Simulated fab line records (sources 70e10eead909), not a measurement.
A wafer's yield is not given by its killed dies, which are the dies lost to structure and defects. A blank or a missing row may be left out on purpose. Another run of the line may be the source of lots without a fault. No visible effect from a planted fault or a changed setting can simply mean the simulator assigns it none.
Which tool did it? | flow nand-harc | 12 lots, 36 wafers sampled, at 5 steps of a route of 1302

## WHAT THE GAUGES READ, wafer by wafer
NHARC_END_SORT_01. Usual: killed-at-array 63, standard deviation 17; killed-at-other 0.8, standard deviation 1.1; killed-at-periphery 3.5, standard deviation 3; killed-dies 67, standard deviation 17; killed-open 3.1, standard deviation 1.6; killed-short 2.6, standard deviation 1.4.
lot  | measured     | on        | killed-at-array | killed-at-other | killed-at-periphery | killed-dies | killed-open | killed-short | flag
L583 | day 30 20:20 | prober-02 | 61 51 51        | 2 2 1           | 2 7 3               | 65 60 55    | 5 1 2       | 2 3 3        |

## WHICH TOOL RAN EACH LOT (tool, then ch and the chambers of the sampled wafers, then the start)
lot  | NHARC_A_SLIT_STRIP_18                         | NHARC_A_WL_FILL_ETCHBACK_17       | NHARC_A_WL_FILL_CVD_23           | NHARC_A_WL_FILL_ALD_19
L569 | rie-diel-07 ch 1,3, day 21 08:40 or earlier   | rie-metal-03 ch 0,1, day 21 08:40 | lpcvd-poly-01 ch 0, day 21 11:20 | ald-metal-03 ch 0,2,3, day 21 14:13
L568 | rie-diel-10 ch 1,3, day 21 14:04 or earlier   | rie-metal-01 ch 0,1, day 21 14:04 | lpcvd-poly-02 ch 0, day 21 16:38 | ald-metal-02 ch 0,2,3, day 21 19:29
L572 | rie-diel-10 ch 2,3, day 22 02:50 or earlier   | rie-metal-03 ch 0,1, day 22 02:50 | lpcvd-poly-02 ch 0, day 22 05:23 | ald-metal-03 ch 0,1,3, day 22 08:14
L573 | rie-diel-02 ch 0,1,3, day 22 08:47 or earlier | rie-metal-01 ch 0,1, day 22 08:47 | lpcvd-poly-01 ch 0, day 22 11:23 | ald-metal-02 ch 0,1,3, day 22 14:15
L574 | rie-diel-07 ch 1,2,3, day 22 20:48 or earlier | rie-metal-02 ch 0,1, day 22 20:48 | lpcvd-poly-01 ch 0, day 22 23:28 | ald-metal-02 ch 1,2,3, day 23 02:18
L577 | rie-diel-02 ch 0,3, day 24 22:37 or earlier   | rie-metal-03 ch 0,1, day 24 22:37 | lpcvd-poly-03 ch 0, day 25 01:16 | ald-metal-03 ch 1,2,3, day 25 04:08
L581 | rie-diel-02 ch 0,3, day 27 01:48 or earlier   | rie-metal-02 ch 1, day 27 01:48   | lpcvd-poly-01 ch 0, day 27 04:33 | ald-metal-02 ch 0,1,2, day 27 07:24
L583 | rie-diel-07 ch 0,2,3, day 27 07:38 or earlier | rie-metal-01 ch 0,1, day 27 07:38 | lpcvd-poly-01 ch 0, day 27 10:54 | ald-metal-01 ch 1,2, day 27 13:47
L586 | rie-diel-02 ch 1,2,3, day 28 18:53 or earlier | rie-metal-02 ch 0,1, day 28 18:53 | lpcvd-poly-02 ch 0, day 28 20:16 | ald-metal-02 ch 0,1,3, day 28 23:05
L587 | rie-diel-07 ch 1,2,3, day 28 17:45 or earlier | rie-metal-01 ch 0,1, day 28 17:45 | lpcvd-poly-02 ch 0, day 28 20:16 | ald-metal-03 ch 0,1,3, day 28 23:08
L589 | rie-diel-02 ch 0,2,3, day 29 20:56 or earlier | rie-metal-02 ch 0,1, day 29 20:56 | lpcvd-poly-01 ch 0, day 29 23:34 | ald-metal-02 ch 0,3, day 30 02:28
L591 | rie-diel-02 ch 2,3, day 30 13:14 or earlier   | rie-metal-01 ch 0, day 30 13:14   | lpcvd-poly-02 ch 0, day 30 15:47 | ald-metal-02 ch 1,2,3, day 30 18:40
- NHARC_A_SLIT_STRIP_18: strips in O2.
- NHARC_A_WL_FILL_ETCHBACK_17: etches the open film in Cl2/BCl3, target depth 4 nm, time 26.7 s.
- NHARC_A_WL_FILL_CVD_23: deposits poly-Si, target thk 40 nm, time 800 s.
- NHARC_A_WL_FILL_ALD_19: deposits TiN, target thk 2 nm, pulse time 3 s, ald cycles 100.

## WHAT THE TOOLS THEMSELVES READ (means of the sampled wafers that have a number; where no wafer has one, the mark that the record gives instead)
NHARC_A_SLIT_STRIP_18. Usual: drypump-motor-current-A 5.7 A, standard deviation 0.39; oes-product-au 0.999 a.u., standard deviation 0.01; rf-vpp-V 57.8 V, standard deviation 0.85; showerhead-plenum-p-Torr 3.55 Torr, standard deviation 0.14; throttle-valve-pct 17.035 %, standard deviation 0.009.
lot  | tool        | drypump-motor-current-A (A) | oes-product-au (a.u.) | rf-vpp-V (V) | showerhead-plenum-p-Torr (Torr) | throttle-valve-pct (%) | flag
L569 | rie-diel-07 | 6.1                         | 1.007                 | 57.5         | 3.51                            | 17.040                 |
L568 | rie-diel-10 | 5.8                         | 1.009                 | 58.1         | 3.50                            | 17.033                 |
L572 | rie-diel-10 | 5.1                         | 1.009                 | 58.0         | 3.60                            | 17.034                 |
L573 | rie-diel-02 | 5.6                         | 0.996                 | 57.7         | 3.50                            | 17.036                 |
L574 | rie-diel-07 | 5.9                         | 1.006                 | 57.8         | 3.63                            | 17.027                 |
L577 | rie-diel-02 | 5.9                         | 0.994                 | 57.3         | 3.56                            | 17.040                 |
L581 | rie-diel-02 | 5.9                         | 1.011                 | 57.8         | 3.53                            | 17.030                 |
L583 | rie-diel-07 | 5.9                         | 0.994                 | 57.9         | 3.56                            | 17.040                 |
L586 | rie-diel-02 | 5.5                         | 1.000                 | 58.0         | 3.51                            | 17.021                 |
L587 | rie-diel-07 | 5.9                         | 1.002                 | 57.9         | 3.63                            | 17.047                 |
L589 | rie-diel-02 | 5.7                         | 1.007                 | 57.7         | 3.54                            | 17.024                 |
L591 | rie-diel-02 | 5.8                         | 0.999                 | 57.7         | 3.57                            | 17.024                 |

NHARC_A_WL_FILL_ETCHBACK_17. Usual: drypump-motor-current-A 5.8 A, standard deviation 0.55; oes-product-au 0.994 a.u., standard deviation 0.0087.
lot  | tool         | drypump-motor-current-A (A) | oes-product-au (a.u.) | flag
L569 | rie-metal-03 | 6.2                         | 0.984                 |
L568 | rie-metal-01 | 5.7                         | 1.000                 |
L572 | rie-metal-03 | 6.4                         | 0.991                 |
L573 | rie-metal-01 | 5.7                         | 1.004                 |
L574 | rie-metal-02 | 5.4                         | 1.003                 |
L577 | rie-metal-03 | 6.2                         | 0.985                 |
L581 | rie-metal-02 | 5.6                         | 1.007                 |
L583 | rie-metal-01 | 5.9                         | 0.993                 |
L586 | rie-metal-02 | 5.1                         | 0.996                 |
L587 | rie-metal-01 | 5.9                         | 0.998                 |
L589 | rie-metal-02 | 5.3                         | 0.990                 |
L591 | rie-metal-01 | 5.4                         | 0.990                 |

NHARC_A_WL_FILL_CVD_23. Usual: run-length-s 801.3 s, standard deviation 0.48; spike-tc-top-C 637.7 C, standard deviation 1.1; tube-center-temp-C 620 C, standard deviation 0.059; zone-power-lower-pct 9.4 %, standard deviation 0.95.
lot  | tool          | run-length-s (s) | spike-tc-top-C (C) | tube-center-temp-C (C) | zone-power-lower-pct (%) | flag
L569 | lpcvd-poly-01 | 800.7            | 638.4              | 620                    | 9.9                      |
L568 | lpcvd-poly-02 | 801.4            | 637.8              | 620                    | 8.1                      |
L572 | lpcvd-poly-02 | 800.9            | 637.3              | 620                    | 8.0                      |
L573 | lpcvd-poly-01 | 801.3            | 637.9              | 620                    | 10.0                     |
L574 | lpcvd-poly-01 | 800.7            | 637.2              | 620                    | 10.1                     |
L577 | lpcvd-poly-03 | 802.6            | 636.7              | 620                    | 10.1                     |
L581 | lpcvd-poly-01 | 609.2            | 637.6              | 620                    | 10.2                     | OFF
L583 | lpcvd-poly-01 | 609.3            | 638.5              | 620                    | 10.1                     | OFF
L586 | lpcvd-poly-02 | 801.2            | 638.5              | 620                    | 8.1                      |
L587 | lpcvd-poly-02 | 800.9            | 637.8              | 620                    | 8.1                      |
L589 | lpcvd-poly-01 | 800.8            | 637.7              | 620                    | 10.1                     |
L591 | lpcvd-poly-02 | 801.5            | 637.8              | 620                    | 8.1                      |

NHARC_A_WL_FILL_ALD_19. Usual: heater-power-w 1019 W, standard deviation 85; precursor-pulse-height-rel 0.998, standard deviation 0.02.
lot  | tool         | heater-power-w (W) | precursor-pulse-height-rel | flag
L569 | ald-metal-03 | 1054               | 0.996                      |
L568 | ald-metal-02 | 944                | 0.990                      |
L572 | ald-metal-03 | 1036               | 1.009                      |
L573 | ald-metal-02 | 983                | 1.021                      |
L574 | ald-metal-02 | 990                | 0.993                      |
L577 | ald-metal-03 | 1042               | 1.001                      |
L581 | ald-metal-02 | 979                | 1.002                      |
L583 | ald-metal-01 | 1087               | 1.004                      |
L586 | ald-metal-02 | 1016               | 1.003                      |
L587 | ald-metal-03 | 1040               | 0.983                      |
L589 | ald-metal-02 | 999                | 1.003                      |
L591 | ald-metal-02 | 1006               | 0.999                      |

## THE ANSWER, worked out from the rows above alone
Rule: a lot counts as off when the mean over its wafers that have a number is more than 3 standard deviations away from the usual mean. A lot without any number at a reading at which 4 lots or more have one is off too. Any other lot the step has rows for is counted as sound. First the gauges in route order, then the tools' own readings, where a lot's mean is used as printed above. At the first step where some lot is off, the reading lying furthest off is the one used; lots without a number count as furthest.
Off at NHARC_A_WL_FILL_CVD_23 (run-length-s): L581, L583.
A tool fits if, at that step or a process step before it, it ran every lot that is off, and no sound lot after the first of them. NHARC_A_SLIT_STRIP_18 gives no start for some lots, so the hours and the order of its lots are those of NHARC_A_WL_FILL_ETCHBACK_17. Of those tried, none fits.

## WHAT THE SIMULATOR PUT IN
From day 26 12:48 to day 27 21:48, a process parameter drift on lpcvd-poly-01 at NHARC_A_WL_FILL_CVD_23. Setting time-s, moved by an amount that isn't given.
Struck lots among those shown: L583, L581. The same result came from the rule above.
